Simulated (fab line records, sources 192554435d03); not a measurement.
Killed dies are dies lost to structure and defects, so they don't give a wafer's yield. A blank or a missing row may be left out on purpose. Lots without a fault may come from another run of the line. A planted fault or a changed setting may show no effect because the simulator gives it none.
fab line records | flow n5_finfet
record lots=24 wafers=72 last_day=17
route steps=1938 shown BEOL_M2@876
lots that met no fault: from a run of the same line without faults
start_h: hours from the record's first day to the start of the lot's first wafer shown | wait_h: hours since the lot's step before | " the same as in the row above | L1.1+2: a row that stands for several wafers | - no value, or no start given | * or withheld: withheld | < > ~ a bound
route shown NAME@n: a module of which the file shows steps, and the number in the route of the first | usual: mean/standard deviation of fault-free wafers | same: alike in all rows | chamber/n: place in a boat | sites: the reading at each site | _std_site: their standard deviation | _edge_site: outer sites' mean less inner sites' | radius_mm: how far each site lies from the wafer's centre | mask NAME#n: copy n | behind: the tool/chamber that last shaped the wafer | hold: why the lot was held/for how many hours/how that ended | device: the transistor (n, p or np) that didn't switch | end of line: the same wafers' tests at the end of the route | a step without rows: its recipe alone | killed: dies lost to structure and defects at the first sort, not the wafer's yield | map: a wafer's dies, x killed, . not, _ none there
set.NAME: the setting as run; set.NAME@STEP: as run at that earlier step | model.NAME: the simulator's own value behind a step, which no gauge read
steps of the route over a sample of lots; a table a step, a row a wafer
services: from which hour (start_h, from the record's first day; less than 0 if before it) a tool's chamber was out of use, for how many hours, and why
## steps
# step N5_BEOL_M2_CD_MEAS_28
# recipe target_cd_nm=26.2 landing_energy_ev=500 detector=se_inlens target_cd_y_nm=24.1 polarity=opening
# usual cd_nm=26.26/0.23
# columns lot.wafer tool chamber start_h wait_h cd_nm
L074.3 cd_sem-01 0 133.51 - 26.71
L074.4 " 0 " " 26.68
L074.5 " 0 " " 25.92
L075.1 cd_sem-03 0 145.76 - 26.08
L075.2 " 0 " " 26.32
L075.3 " 0 " " 26.34
L076.2 cd_sem-01 0 146.07 - 26.33
L076.3 " 0 " " 26.33
L076.6 " 0 " " 25.87
L077.1 cd_sem-03 0 148.07 - 26.40
L077.3 " 0 " " 26.21
L077.6 " 0 " " 26.47
L078.1 cd_sem-02 0 155.25 - 26.30
L078.5 " 0 " " 26.26
L078.6 " 0 " " 26.48
L079.3 cd_sem-03 0 159.00 - 26.25
L079.4 " 0 " " 26.22
L079.5 " 0 " " 26.32
L080.2 cd_sem-03 0 162.55 - 26.47
L080.4 " 0 " " 26.14
L080.6 " 0 " " 25.89
L081.2 cd_sem-03 0 178.48 - 26.03
L081.3 " 0 " " 26.15
L081.4 " 0 " " 26.06
L082.2 cd_sem-03 0 188.82 - 26.09
L082.3 " 0 " " 26.54
L082.6 " 0 " " 26.08
L083.1 cd_sem-01 0 190.25 - 26.13
L083.4 " 0 " " 25.97
L083.5 " 0 " " 26.02
L084.1 cd_sem-02 0 190.49 - 26.31
L084.3 " 0 " " 26.96
L084.6 " 0 " " 26.12
L085.2 cd_sem-02 0 201.91 - 26.21
L085.3 " 0 " " 26.15
L085.6 " 0 " " 26.84
L086.1 cd_sem-03 0 211.17 - 26.61
L086.3 " 0 " " 25.98
L086.4 " 0 " " 26.63
L088.1 cd_sem-01 0 212.64 - 26.17
L088.4 " 0 " " 26.22
L088.5 " 0 " " 26.35
L087.1 cd_sem-03 0 212.98 - 26.17
L087.2 " 0 " " 26.12
L087.3 " 0 " " 26.24
L089.2 cd_sem-01 0 223.29 - 26.22
L089.5 " 0 " " 26.32
L089.6 " 0 " " 26.43
L090.2 cd_sem-02 0 230.35 - 26.34
L090.3 " 0 " " 26.40
L090.5 " 0 " " 26.11
L091.1 cd_sem-01 0 238.25 - 26.33
L091.3 " 0 " " 25.95
L091.5 " 0 " " 26.52
L092.2 cd_sem-01 0 246.55 - 26.38
L092.4 " 0 " " 26.14
L092.5 " 0 " " 26.59
L093.3 cd_sem-02 0 248.47 - 26.25
L093.5 " 0 " " 26.32
L093.6 " 0 " " 26.39
L094.2 cd_sem-01 0 252.34 - 26.19
L094.4 " 0 " " 26.42
L094.6 " 0 " " 26.16
L095.1 cd_sem-02 0 260.41 - 26.85
L095.2 " 0 " " 26.92
L095.4 " 0 " " 26.40
L096.1 cd_sem-03 0 266.30 - 26.07
L096.5 " 0 " " 26.17
L096.6 " 0 " " 26.05
L097.2 cd_sem-01 0 267.58 - 26.06
L097.5 " 0 " " 26.26
L097.6 " 0 " " 26.17
# step N5_BEOL_M2_OVL_MEAS_29
# recipe points_per_wafer=522
# usual V1_OVL=0.0/0.66
# columns lot.wafer tool chamber start_h wait_h V1_OVL[nm]
L074.3 overlay-02 0 133.55 0.0 -0.4
L074.4 " 0 " " 0.5
L074.5 " 0 " " 0.5
L075.1 overlay-01 0 145.79 0.0 -0.3
L075.2 " 0 " " -0.8
L075.3 " 0 " " -0.9
L076.2 overlay-02 0 146.10 0.0 -1.0
L076.3 " 0 " " 0.0
L076.6 " 0 " " -1.4
L077.1 overlay-01 0 148.10 0.0 0.2
L077.3 " 0 " " 1.0
L077.6 " 0 " " 0.2
L078.1 overlay-01 0 155.28 0.0 -0.7
L078.5 " 0 " " -0.5
L078.6 " 0 " " -1.1
L079.3 overlay-01 0 159.04 0.0 -0.1
L079.4 " 0 " " 0.0
L079.5 " 0 " " 0.2
L080.2 overlay-01 0 162.58 0.0 0.6
L080.4 " 0 " " 0.2
L080.6 " 0 " " 0.7
L081.2 overlay-01 0 178.51 0.0 1.5
L081.3 " 0 " " 0.5
L081.4 " 0 " " 2.3
L082.2 overlay-01 0 188.86 0.0 0.7
L082.3 " 0 " " 0.7
L082.6 " 0 " " 0.3
L083.1 overlay-02 0 190.29 0.0 0.2
L083.4 " 0 " " 0.6
L083.5 " 0 " " 0.7
L084.1 overlay-01 0 190.52 0.0 0.2
L084.3 " 0 " " 0.1
L084.6 " 0 " " -0.4
L085.2 overlay-02 0 201.94 0.0 -0.2
L085.3 " 0 " " 0.1
L085.6 " 0 " " -0.7
L086.1 overlay-02 0 211.20 0.0 0.7
L086.3 " 0 " " 0.3
L086.4 " 0 " " -0.3
L088.1 overlay-02 0 212.67 0.0 1.1
L088.4 " 0 " " 0.0
L088.5 " 0 " " 1.2
L087.1 overlay-02 0 213.01 0.0 -0.7
L087.2 " 0 " " -0.3
L087.3 " 0 " " 0.3
L089.2 overlay-02 0 223.33 0.0 -0.2
L089.5 " 0 " " -0.3
L089.6 " 0 " " -0.4
L090.2 overlay-02 0 230.38 0.0 0.2
L090.3 " 0 " " 0.1
L090.5 " 0 " " 0.3
L091.1 overlay-01 0 238.28 0.0 0.9
L091.3 " 0 " " 0.2
L091.5 " 0 " " -0.3
L092.2 overlay-01 0 246.58 0.0 -0.7
L092.4 " 0 " " 0.6
L092.5 " 0 " " 0.1
L093.3 overlay-02 0 248.51 0.0 0.0
L093.5 " 0 " " 0.1
L093.6 " 0 " " -0.5
L094.2 overlay-02 0 252.38 0.0 -0.2
L094.4 " 0 " " 0.7
L094.6 " 0 " " -0.5
L095.1 overlay-02 0 260.44 0.0 -0.9
L095.2 " 0 " " 0.8
L095.4 " 0 " " 0.6
L096.1 overlay-01 0 266.33 0.0 0.3
L096.5 " 0 " " 1.2
L096.6 " 0 " " 0.3
L097.2 overlay-02 0 267.61 0.0 -1.5
L097.5 " 0 " " -0.6
L097.6 " 0 " " -0.7
# step N5_BEOL_M2_VIA_ETCH_34
# recipe chemistry=C4F6/O2 target_depth_a=694 mask_material=SOC pressure_mtorr=15 ion_energy_ev=250 taper_deg=4 time_s=65.9 source_w=350 bias_w=170 Ar_flow_sccm=300 C4F6_flow_sccm=10 O2_flow_sccm=10
# usual C4F6_flow_sccm=9.998/0.028 O2_flow_sccm=9.994/0.028 bias_w=170.0/0.47 chamber_pressure_mTorr=15.000/0.013 drypump_motor_current_A=5.59/0.29 oes_product_au=0.79/0.086 rf_vpp_V=664/20 showerhead_plenum_p_Torr=2.80/0.078 throttle_valve_pct=30.8/0.41
# same time_s=65.9
# columns lot.wafer tool chamber start_h wait_h C4F6_flow_sccm O2_flow_sccm bias_w chamber_pressure_mTorr drypump_motor_current_A oes_product_au rf_hours_counter_h rf_vpp_V showerhead_plenum_p_Torr throttle_valve_pct
L074.3 rie_diel-02 2 139.35 0.0 10.009 9.976 170.1 15.021 5.71 0.72 198 651 2.79 30.8
L074.4 " 2 " " 10.058 10.018 170.1 14.999 5.69 0.72 - 652 2.79 30.8
L074.5 " 1 " " 9.966 9.958 170.4 15.025 5.23 0.76 - 689 2.78 31.7
L075.1 rie_diel-03 0 146.28 0.0 10.000 9.952 170.0 15.006 5.09 0.70 226 676 2.93 30.6
L075.2 " 2 " " 9.997 9.992 169.7 15.008 5.70 0.91 33 692 2.90 30.7
L075.3 " 3 " " 9.996 10.017 169.1 14.985 5.92 0.74 153 651 2.82 30.4
L076.2 rie_diel-06 0 146.60 0.0 9.971 9.987 170.2 15.000 6.02 0.87 25 665 2.75 30.2
L076.3 " 1 " " 9.977 9.984 169.0 14.998 5.40 0.91 25 662 2.90 30.7
L076.6 " 0 " " 9.975 9.970 170.6 14.994 6.04 0.87 - 666 2.75 30.2
L077.1 rie_diel-03 1 149.58 0.0 9.970 9.991 170.7 14.993 5.21 0.80 102 680 2.73 30.3
L077.3 " 2 " " 10.029 10.004 170.2 15.016 5.70 0.91 34 692 2.90 30.7
L077.6 " 2 " " 9.981 9.976 170.3 15.004 5.71 0.91 - 692 2.90 30.7
L078.1 rie_diel-03 3 157.48 0.0 10.016 9.976 169.6 14.983 5.94 0.73 157 652 2.82 30.4
L078.5 " 3 " " 10.019 9.983 169.4 14.993 5.93 0.74 - 651 2.82 30.4
L078.6 " 0 " " 10.023 10.011 169.9 15.002 5.11 0.70 - 677 2.93 30.6
L079.3 rie_diel-03 1 160.62 0.0 9.990 9.980 169.5 15.015 5.22 0.80 105 680 2.73 30.3
L079.4 " 3 " " 10.031 10.033 170.0 14.995 5.90 0.73 158 651 2.82 30.4
L079.5 " 0 " " 9.980 10.021 169.9 14.987 5.08 0.70 - 677 2.93 30.6
L080.2 rie_diel-02 3 163.11 0.0 9.937 9.975 169.7 14.991 5.78 0.98 6 680 2.79 30.8
L080.4 " 1 " " 9.982 9.983 170.1 14.988 5.19 0.76 126 689 2.77 31.7
L080.6 " 1 " " 9.963 9.979 169.7 14.996 5.20 0.77 - 691 2.78 31.8
L081.2 rie_diel-02 3 181.32 0.0 9.988 10.029 170.2 14.999 5.76 0.95 12 680 2.79 30.8
L081.3 " 2 " " 9.980 9.966 170.3 14.996 5.71 0.70 216 652 2.78 30.8
L081.4 " 0 " " 10.009 9.991 170.0 15.014 5.71 0.71 215 626 2.69 30.8
L082.2 rie_diel-02 2 196.42 0.0 10.013 9.986 169.4 14.987 5.67 0.69 222 652 2.78 30.8
L082.3 " 1 " " 9.953 9.987 169.5 15.016 5.20 0.75 139 690 2.77 31.8
L082.6 " 2 " " 10.002 9.978 169.7 14.987 5.70 0.70 - 652 2.78 30.8
L083.1 rie_diel-02 3 200.46 0.0 10.000 10.023 170.0 15.007 5.74 0.92 18 679 2.79 30.9
L083.4 " 2 " " 10.011 9.957 169.8 14.971 5.69 0.69 223 650 2.78 30.8
L083.5 " 1 " " 9.977 9.949 170.1 14.988 5.25 0.75 - 690 2.77 31.8
L084.1 rie_diel-02 0 201.12 0.0 9.975 10.004 169.6 15.012 5.69 0.69 221 625 2.68 30.8
L084.3 " 1 " " 10.023 10.014 170.8 14.978 5.24 0.75 140 690 2.77 31.8
L084.6 " 1 " " 10.012 9.992 169.7 14.997 5.23 0.75 - 690 2.77 31.8
L085.2 rie_diel-06 0 202.76 0.0 10.020 9.983 169.6 14.994 6.04 0.85 43 664 2.74 30.2
L085.3 " 1 " " 10.059 10.016 170.4 15.027 5.42 0.88 41 662 2.89 30.7
L085.6 " 3 " " 10.059 9.963 170.1 14.995 5.93 0.68 - 639 2.69 30.8
L086.1 rie_diel-06 3 211.74 0.0 10.007 9.968 170.0 15.005 5.92 0.69 225 638 2.69 30.8
L086.3 " 0 " " 9.971 9.919 169.9 14.993 6.05 0.83 45 665 2.74 30.2
L086.4 " 1 " " 10.011 10.018 169.5 15.020 5.41 0.87 44 661 2.89 30.7
L088.1 rie_diel-03 1 213.28 0.0 10.000 9.984 170.2 15.000 5.24 0.78 127 681 2.72 30.3
L088.4 " 1 " " 10.022 10.002 169.6 14.981 5.26 0.78 - 681 2.72 30.3
L088.5 " 3 " " 10.007 10.037 169.5 15.002 5.92 0.71 - 651 2.81 30.4
L087.1 rie_diel-06 0 213.52 0.0 9.981 10.000 169.8 15.009 6.02 0.84 46 665 2.74 30.2
L087.2 " 2 " " 10.019 9.958 169.9 14.993 5.54 0.84 85 650 2.88 31.0
L087.3 " 3 " " 9.957 9.979 169.5 15.025 5.94 0.68 226 638 2.69 30.8
L089.2 rie_diel-06 2 228.51 0.0 10.018 9.952 169.3 15.004 5.54 0.84 90 649 2.88 31.0
L089.5 " 2 " " 10.029 9.983 169.8 14.986 5.54 0.84 - 648 2.88 31.0
L089.6 " 3 " " 10.002 9.954 169.7 14.995 5.93 0.68 - 638 2.68 30.8
L090.2 rie_diel-03 1 241.38 0.0 10.013 10.012 170.4 15.030 5.22 0.77 140 681 2.71 30.4
L090.3 " 2 " " 9.987 10.004 170.2 15.013 5.70 0.84 68 690 2.88 30.7
L090.5 " 0 " " 10.019 10.016 170.3 15.004 5.11 0.97 - 679 2.92 30.3
L091.1 rie_diel-06 1 241.61 0.0 9.974 10.054 169.5 15.009 5.43 0.86 54 663 2.89 30.7
L091.3 " 0 " " 9.986 10.008 169.2 15.023 6.03 0.83 56 664 2.73 30.2
L091.5 " 3 " " 9.979 9.990 170.8 14.983 5.93 0.68 - 638 2.68 30.8
L092.2 rie_diel-02 3 247.09 0.0 9.994 9.980 170.7 15.003 5.74 0.89 35 679 2.78 30.9
L092.4 " 1 " " 10.011 9.987 170.7 14.985 5.21 0.74 - 691 2.76 31.8
L092.5 " 3 " " 9.995 9.977 169.4 15.006 5.74 0.89 - 679 2.78 30.9
L093.3 rie_diel-02 0 258.43 0.0 9.983 10.014 169.4 14.994 5.69 0.68 239 625 2.67 30.9
L093.5 " 3 " " 9.966 10.003 170.1 15.016 5.76 0.88 - 679 2.78 30.9
L093.6 " 0 " " 9.999 10.035 169.8 14.991 5.67 0.68 - 626 2.67 30.8
L094.2 rie_diel-06 3 258.69 0.0 9.988 10.002 170.1 14.992 5.91 0.67 240 638 2.68 30.8
L094.4 " 2 " " 10.013 9.964 169.9 15.017 5.57 0.83 96 649 2.87 31.0
L094.6 " 1 " " 10.023 10.048 170.2 14.998 5.42 0.85 - 663 2.88 30.7
L095.1 rie_diel-03 2 264.83 0.0 10.002 9.976 170.5 14.993 5.71 0.84 78 691 2.88 30.7
L095.2 " 0 " " 9.904 9.935 169.4 14.994 5.12 0.93 11 677 2.92 30.3
L095.4 " 1 " " 10.025 10.001 169.4 14.999 5.23 0.76 150 679 2.71 30.4
L096.1 rie_diel-02 1 269.26 0.0 9.988 9.950 169.7 14.997 5.22 0.73 161 689 2.76 31.8
L096.5 " 2 " " 10.013 10.001 170.5 14.995 5.70 0.68 - 651 2.76 30.9
L096.6 " 3 " " 10.020 10.009 170.1 14.995 5.74 0.87 - 680 2.78 30.9
L097.2 rie_diel-03 1 269.39 0.0 9.989 9.995 170.0 14.985 5.20 0.76 151 681 2.71 30.4
L097.5 " 3 " " 9.923 9.994 169.6 15.007 5.97 0.71 - 651 2.80 30.5
L097.6 " 0 " " 10.008 9.939 170.1 15.007 5.08 0.91 - 677 2.92 30.3
# step N5_BEOL_M2_STRIP_97
# recipe chemistry=N2/H2 time_s=10 power_w=450 temp_c=40 pressure_mtorr=20 rf_frequency_hz=6e+07 bias_power_w=7 n2_flow_sccm=200 h2_flow_sccm=200
# usual bias_power_w=6.999/0.023 chamber_pressure_mTorr=20.000/0.017 drypump_motor_current_A=5.59/0.29 oes_product_au=0.79/0.086 rf_vpp_V=59.0/0.95 showerhead_plenum_p_Torr=2.50/0.068 throttle_valve_pct=23.7/0.46
# same time_s=10
# columns lot.wafer tool chamber start_h wait_h bias_power_w chamber_pressure_mTorr drypump_motor_current_A oes_product_au rf_hours_counter_h rf_vpp_V showerhead_plenum_p_Torr throttle_valve_pct
L074.3 rie_diel-02 2 - - 6.991 19.986 5.69 0.72 198 59.1 2.51 24.1
L074.4 " 2 " " 6.974 19.994 5.70 0.71 - 60.0 2.51 24.1
L074.5 " 1 " " 7.028 19.971 5.20 0.77 - 56.0 2.46 24.1
L075.1 rie_diel-03 0 - - 6.981 20.026 5.10 0.70 226 59.2 2.62 23.4
L075.2 " 2 " " 7.001 19.991 5.73 0.92 33 58.5 2.57 23.2
L075.3 " 3 " " 6.994 20.000 5.96 0.75 153 59.3 2.53 23.5
L076.2 rie_diel-06 0 - - 6.979 20.013 6.02 0.88 25 58.8 2.47 23.2
L076.3 " 1 " " 6.961 19.958 5.41 0.91 25 58.1 2.60 23.4
L076.6 " 0 " " 6.961 20.000 6.03 0.87 - 59.9 2.47 23.2
L077.1 rie_diel-03 1 - - 7.005 19.979 5.25 0.80 102 58.9 2.42 23.1
L077.3 " 2 " " 7.002 20.008 5.71 0.92 34 59.4 2.57 23.2
L077.6 " 2 " " 7.007 19.997 5.72 0.92 - 61.4 2.57 23.2
L078.1 rie_diel-03 3 - - 6.989 19.990 5.94 0.74 157 59.0 2.53 23.5
L078.5 " 3 " " 7.042 19.978 5.93 0.74 - 59.8 2.53 23.5
L078.6 " 0 " " 7.046 19.992 5.10 0.70 - 58.5 2.62 23.4
L079.3 rie_diel-03 1 - - 6.955 20.049 5.22 0.81 105 58.9 2.42 23.1
L079.4 " 3 " " 6.991 19.994 5.92 0.75 158 59.2 2.53 23.5
L079.5 " 0 " " 6.995 20.010 5.11 0.70 - 59.4 2.62 23.4
L080.2 rie_diel-02 3 - - 6.983 19.985 5.75 0.96 6 59.8 2.52 24.1
L080.4 " 1 " " 6.995 20.024 5.25 0.75 126 57.6 2.45 24.2
L080.6 " 1 " " 6.976 20.021 5.22 0.76 - 58.3 2.45 24.2
L081.2 rie_diel-02 3 - - 7.027 20.020 5.74 0.94 12 59.2 2.52 24.1
L081.3 " 2 " " 7.024 19.999 5.67 0.70 216 60.0 2.50 24.2
L081.4 " 0 " " 6.997 20.020 5.68 0.71 215 59.1 2.44 24.4
L082.2 rie_diel-02 2 - - 7.010 20.019 5.67 0.69 222 59.8 2.50 24.2
L082.3 " 1 " " 6.967 20.010 5.19 0.74 139 58.2 2.45 24.2
L082.6 " 2 " " 6.970 20.001 5.69 0.69 - 57.6 2.50 24.2
L083.1 rie_diel-02 3 - - 6.994 20.026 5.72 0.93 18 60.1 2.51 24.1
L083.4 " 2 " " 6.994 20.000 5.69 0.69 223 58.5 2.50 24.2
L083.5 " 1 " " 7.053 20.020 5.19 0.74 - 59.4 2.44 24.2
L084.1 rie_diel-02 0 - - 7.013 20.010 5.68 0.70 221 59.5 2.44 24.4
L084.3 " 1 " " 6.987 19.985 5.25 0.75 140 61.2 2.44 24.2
L084.6 " 1 " " 7.003 20.023 5.24 0.74 - 57.7 2.44 24.2
L085.2 rie_diel-06 0 - - 7.016 19.974 6.04 0.85 43 58.8 2.46 23.2
L085.3 " 1 " " 7.052 19.995 5.43 0.88 41 57.8 2.59 23.4
L085.6 " 3 " " 6.988 20.007 5.94 0.68 - 57.5 2.40 23.6
L086.1 rie_diel-06 3 - - 6.978 19.977 5.91 0.68 225 58.2 2.40 23.6
L086.3 " 0 " " 7.013 19.996 6.03 0.85 45 59.4 2.46 23.2
L086.4 " 1 " " 7.018 19.991 5.41 0.86 44 60.2 2.59 23.5
L088.1 rie_diel-03 1 - - 6.979 20.001 5.23 0.78 127 59.4 2.41 23.1
L088.4 " 1 " " 6.967 19.991 5.24 0.78 - 59.2 2.41 23.1
L088.5 " 3 " " 7.053 19.988 5.91 0.73 - 57.7 2.52 23.6
L087.1 rie_diel-06 0 - - 6.993 20.031 6.03 0.83 46 59.3 2.46 23.2
L087.2 " 2 " " 7.006 20.002 5.57 0.83 85 59.8 2.58 24.3
L087.3 " 3 " " 6.946 20.007 5.92 0.68 226 57.5 2.40 23.6
L089.2 rie_diel-06 2 - - 6.995 20.018 5.54 0.83 90 58.9 2.58 24.3
L089.5 " 2 " " 6.993 20.009 5.54 0.83 - 60.5 2.58 24.3
L089.6 " 3 " " 7.008 19.975 5.94 0.67 - 57.9 2.39 23.6
L090.2 rie_diel-03 1 - - 6.997 19.980 5.20 0.78 140 59.9 2.41 23.1
L090.3 " 2 " " 7.019 19.969 5.72 0.87 69 59.5 2.55 23.2
L090.5 " 0 " " 6.973 19.983 5.13 0.97 - 59.0 2.61 23.1
L091.1 rie_diel-06 1 - - 7.025 20.009 5.40 0.86 54 58.0 2.58 23.5
L091.3 " 0 " " 7.046 20.011 6.06 0.84 56 56.6 2.46 23.2
L091.5 " 3 " " 7.042 19.981 5.93 0.67 - 58.1 2.39 23.6
L092.2 rie_diel-02 3 - - 6.994 20.012 5.75 0.89 35 59.0 2.51 24.1
L092.4 " 1 " " 6.970 19.994 5.25 0.73 - 59.2 2.44 24.2
L092.5 " 3 " " 6.987 19.986 5.77 0.89 - 58.1 2.51 24.1
L093.3 rie_diel-02 0 - - 6.982 20.000 5.68 0.69 239 59.0 2.43 24.5
L093.5 " 3 " " 7.024 20.002 5.79 0.89 - 58.9 2.51 24.1
L093.6 " 0 " " 6.997 20.008 5.67 0.69 - 58.2 2.43 24.5
L094.2 rie_diel-06 3 - - 6.967 19.996 5.92 0.67 240 57.8 2.39 23.6
L094.4 " 2 " " 7.002 20.015 5.55 0.82 96 57.5 2.58 24.3
L094.6 " 1 " " 6.991 19.997 5.43 0.84 - 60.1 2.58 23.5
L095.1 rie_diel-03 2 - - 6.956 19.986 5.72 0.86 78 58.6 2.55 23.3
L095.2 " 0 " " 6.995 19.992 5.11 0.92 11 59.9 2.61 23.1
L095.4 " 1 " " 7.022 20.001 5.22 0.77 150 58.7 2.40 23.2
L096.1 rie_diel-02 1 - - 6.987 20.029 5.22 0.73 162 58.5 2.44 24.2
L096.5 " 2 " " 6.965 19.965 5.69 0.68 - 60.5 2.49 24.2
L096.6 " 3 " " 7.006 20.019 5.74 0.88 - 57.7 2.50 24.1
L097.2 rie_diel-03 1 - - 7.025 20.008 5.25 0.76 151 59.9 2.40 23.2
L097.5 " 3 " " 6.976 20.006 5.91 0.71 - 58.2 2.51 23.6
L097.6 " 0 " " 6.973 20.007 5.10 0.91 - 60.2 2.61 23.1
# step N5_BEOL_M2_ANNEAL_82
# recipe temp_c=400 time_s=240 ambient=vacuum
# usual heater_power_w=830/38 susceptor_temp_C_max=400.9/0.32
# same time_s=240
# columns lot.wafer tool chamber start_h wait_h heater_power_w susceptor_temp_C_max
L074.3 pvd_sputter-03 - 142.28 0.0 813 400.6
L074.4 " - " " 924 401.4
L074.5 " - " " 889 401.3
L075.1 pvd_sputter-02 - 148.04 0.0 881 400.8
L075.2 " - " " 761 401.0
L075.3 " - " " 844 401.6
L076.2 pvd_sputter-03 - 149.10 0.0 892 400.7
L076.3 " - " " 843 400.8
L076.6 " - " " 860 401.2
L077.1 pvd_sputter-01 - 152.59 0.0 801 401.1
L077.3 " - " " 831 401.2
L077.6 " - " " 852 401.0
L078.1 pvd_sputter-02 - 159.50 0.0 800 401.4
L078.5 " - " " 875 401.4
L078.6 " - " " 749 400.6
L079.3 pvd_sputter-02 - 162.51 0.0 749 400.7
L079.4 " - " " 828 401.2
L079.5 " - " " 846 401.3
L080.2 pvd_sputter-03 - 165.83 0.0 896 401.1
L080.4 " - " " 862 400.7
L080.6 " - " " 836 400.6
L081.2 pvd_sputter-02 - 183.09 0.0 840 400.9
L081.3 " - " " 868 401.0
L081.4 " - " " 812 401.0
L082.2 pvd_sputter-01 - 198.93 0.0 818 401.3
L082.3 " - " " 822 400.8
L082.6 " - " " 866 400.9
L083.1 pvd_sputter-03 - 202.46 0.0 820 400.6
L083.4 " - " " 767 400.8
L083.5 " - " " 851 400.5
L084.1 pvd_sputter-01 - 203.79 0.0 830 400.8
L084.3 " - " " 812 401.0
L084.6 " - " " 845 400.8
L085.2 pvd_sputter-02 - 204.68 0.0 842 401.1
L085.3 " - " " 875 400.9
L085.6 " - " " 870 401.0
L086.1 pvd_sputter-02 - 214.12 0.0 826 401.2
L086.3 " - " " 771 400.7
L086.4 " - " " 831 400.6
L088.1 pvd_sputter-03 - 214.81 0.0 823 400.8
L088.4 " - " " 882 400.5
L088.5 " - " " 768 400.4
L087.1 pvd_sputter-02 - 216.18 0.0 886 400.8
L087.2 " - " " 742 400.6
L087.3 " - " " 814 401.4
L089.2 pvd_sputter-01 - 230.89 0.0 817 401.1
L089.5 " - " " 851 400.7
L089.6 " - " " 802 400.9
L090.2 pvd_sputter-01 - 243.11 0.0 852 400.8
L090.3 " - " " 809 401.0
L090.5 " - " " 836 400.5
L091.1 pvd_sputter-01 - 245.01 0.0 793 401.8
L091.3 " - " " 858 400.9
L091.5 " - " " 785 400.9
L092.2 pvd_sputter-03 - 248.63 0.0 788 400.8
L092.4 " - " " 860 401.0
L092.5 " - " " 885 400.9
L093.3 pvd_sputter-01 - 260.43 0.0 806 401.1
L093.5 " - " " 798 401.0
L093.6 " - " " 858 400.7
L094.2 pvd_sputter-01 - 262.27 0.0 844 400.9
L094.4 " - " " 810 401.3
L094.6 " - " " 794 400.3
L095.1 pvd_sputter-03 - 266.92 0.0 894 401.1
L095.2 " - " " 837 400.5
L095.4 " - " " 844 400.7
L096.1 pvd_sputter-03 - 271.41 0.0 868 400.8
L096.5 " - " " 768 400.7
L096.6 " - " " 909 400.6
L097.2 pvd_sputter-02 - 271.69 0.0 843 400.8
L097.5 " - " " 814 401.0
L097.6 " - " " 864 401.0
# step N5_BEOL_M2_SPUTTER_86
# recipe material=Cu target_thk_a=45 temp_c=-20 chamber_pressure_pa=0.07 power_w=withheld time_s=8.29
# usual chamber_pressure_pa=0.07001/0.00012 throttle_valve_pct=29.8/0.78
# same time_s=8.29
# columns lot.wafer tool chamber start_h wait_h chamber_pressure_pa throttle_valve_pct
L074.3 pvd_sputter-03 - 142.42 0.1 0.06997 30.5
L074.4 " - " " 0.07003 31.5
L074.5 " - " " 0.07002 31.1
L075.1 pvd_sputter-02 - 148.18 0.1 0.07 28.5
L075.2 " - " " 0.06978 29.9
L075.3 " - " " 0.0698 29.7
L076.2 pvd_sputter-03 - 149.24 0.1 0.06993 31.4
L076.3 " - " " 0.06997 30.1
L076.6 " - " " 0.06993 31.1
L077.1 pvd_sputter-01 - 152.73 0.1 0.06979 29.2
L077.3 " - " " 0.07005 28.9
L077.6 " - " " 0.06989 29.7
L078.1 pvd_sputter-02 - 159.64 0.1 0.06993 29.5
L078.5 " - " " 0.07028 28.6
L078.6 " - " " 0.07014 30.3
L079.3 pvd_sputter-02 - 162.65 0.1 0.07003 30.0
L079.4 " - " " 0.06983 29.4
L079.5 " - " " 0.06978 30.2
L080.2 pvd_sputter-03 - 165.97 0.1 0.06987 31.0
L080.4 " - " " 0.07004 30.3
L080.6 " - " " 0.07 30.5
L081.2 pvd_sputter-02 - 183.23 0.1 0.06996 30.6
L081.3 " - " " 0.07011 28.7
L081.4 " - " " 0.07 29.4
L082.2 pvd_sputter-01 - 199.07 0.1 0.07002 29.1
L082.3 " - " " 0.0698 29.7
L082.6 " - " " 0.07012 29.1
L083.1 pvd_sputter-03 - 202.60 0.1 0.06997 30.7
L083.4 " - " " 0.06984 29.6
L083.5 " - " " 0.07008 30.3
L084.1 pvd_sputter-01 - 203.93 0.1 0.0701 28.7
L084.3 " - " " 0.06988 29.8
L084.6 " - " " 0.07004 29.5
L085.2 pvd_sputter-02 - 204.82 0.1 0.07001 30.4
L085.3 " - " " 0.07008 28.4
L085.6 " - " " 0.07021 28.5
L086.1 pvd_sputter-02 - 214.26 0.1 0.07022 29.4
L086.3 " - " " 0.06994 30.0
L086.4 " - " " 0.06998 30.7
L088.1 pvd_sputter-03 - 214.95 0.1 0.0699 30.6
L088.4 " - " " 0.06999 30.9
L088.5 " - " " 0.06982 29.5
L087.1 pvd_sputter-02 - 216.32 0.1 0.06988 28.4
L087.2 " - " " 0.07003 30.1
L087.3 " - " " 0.07016 29.5
L089.2 pvd_sputter-01 - 231.03 0.1 0.07012 29.9
L089.5 " - " " 0.06993 29.5
L089.6 " - " " 0.0701 28.8
L090.2 pvd_sputter-01 - 243.25 0.1 0.07004 29.5
L090.3 " - " " 0.07011 29.0
L090.5 " - " " 0.06996 29.3
L091.1 pvd_sputter-01 - 245.16 0.1 0.06998 28.9
L091.3 " - " " 0.06992 29.6
L091.5 " - " " 0.07 29.2
L092.2 pvd_sputter-03 - 248.77 0.1 0.07005 29.5
L092.4 " - " " 0.07 30.0
L092.5 " - " " 0.06995 31.1
L093.3 pvd_sputter-01 - 260.57 0.1 0.06996 29.9
L093.5 " - " " 0.0701 29.0
L093.6 " - " " 0.07029 29.7
L094.2 pvd_sputter-01 - 262.41 0.1 0.07018 29.3
L094.4 " - " " 0.07011 29.7
L094.6 " - " " 0.06989 28.9
L095.1 pvd_sputter-03 - 267.06 0.1 0.07001 31.3
L095.2 " - " " 0.07013 30.3
L095.4 " - " " 0.07008 30.3
L096.1 pvd_sputter-03 - 271.55 0.1 0.06994 30.8
L096.5 " - " " 0.07009 29.1
L096.6 " - " " 0.07 31.1
L097.2 pvd_sputter-02 - 271.83 0.1 0.07007 28.6
L097.5 " - " " 0.0698 30.5
L097.6 " - " " 0.07008 28.8
## services
# columns tool chamber start_h hours kind
rie_diel-02 3 116.22 - clean
rie_diel-02 3 116.22 - consumable_replace:focus_ring
rie_diel-02 3 116.22 31.6 scheduled_down
rie_diel-02 3 116.22 31.6 vent_cycle
pvd_sputter-01 - 131.36 1.3 repair
rie_diel-06 3 143.16 8.3 repair
rie_diel-06 - 174.34 14.6 pm
rie_diel-02 - 198.01 0.6 repair
rie_diel-02 1 204.08 6.8 repair
rie_diel-03 0 211.06 - clean
rie_diel-03 0 211.06 - consumable_replace:focus_ring
rie_diel-03 0 211.06 26.7 scheduled_down
rie_diel-03 0 211.06 26.7 vent_cycle
rie_diel-02 - 223.96 2.3 repair
rie_diel-03 2 228.06 8.4 repair
rie_diel-06 2 235.93 8.0 repair
rie_diel-02 0 246.25 4.4 repair
rie_diel-06 3 253.06 2.6 repair
## key
fault none
